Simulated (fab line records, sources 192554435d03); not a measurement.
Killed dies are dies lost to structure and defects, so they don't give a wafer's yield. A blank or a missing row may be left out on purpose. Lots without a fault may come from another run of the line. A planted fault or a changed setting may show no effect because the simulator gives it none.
Chamber matching | flow n5_finfet | N5_BEOL_M9_DESCUM_33 on rie_diel-06: 3 sister chambers
The step chemistry O2, time 7 s. 6 wafers are shown with their chamber, then 4 later ones without.

WAFERS WITH THEIR CHAMBER
wafer  | chamber | drypump_motor_current_A (A) | showerhead_plenum_p_Torr (Torr)
L749.3 | 0       | 5.8                         | 2.15
L749.6 | 0       | 5.7                         | 2.15
L752.1 | 2       | 5.2                         | 2.10
L752.2 | 3       | 5.8                         | 2.13
L752.6 | 2       | 5.2                         | 2.10
L751.2 | 3       | 5.8                         | 2.12

WAFERS WITHOUT THEIR CHAMBER
wafer  | drypump_motor_current_A (A) | showerhead_plenum_p_Torr (Torr)
L751.3 | 5.7                         | 2.15
L754.4 | 5.7                         | 2.15
L754.6 | 5.8                         | 2.15
L756.5 | 5.2                         | 2.10

WHICH CHAMBER EACH WENT THROUGH
wafer  | from the rows above | in truth
L751.3 | 0                   | 0
L754.4 | 0                   | 0
L754.6 | 0                   | 0
L756.5 | 2                   | 2
Placed correctly: 4 of 4. Can't be placed from these rows: 0. Placed wrongly: 0.
How it was worked out, from the rows above alone: a wafer's distance from a chamber is the root of the sum, over the readings, of the square of ((its reading less the chamber's mean) divided by the reading's scatter). The wafer belongs to the nearest chamber; if the next one is less than 2 further off, it can't be placed. A chamber's mean is the mean of its shown wafers. The scatter: the root of (the sum of the squares of (reading less its chamber's mean) over the shown wafers, divided by (wafers less chambers)).
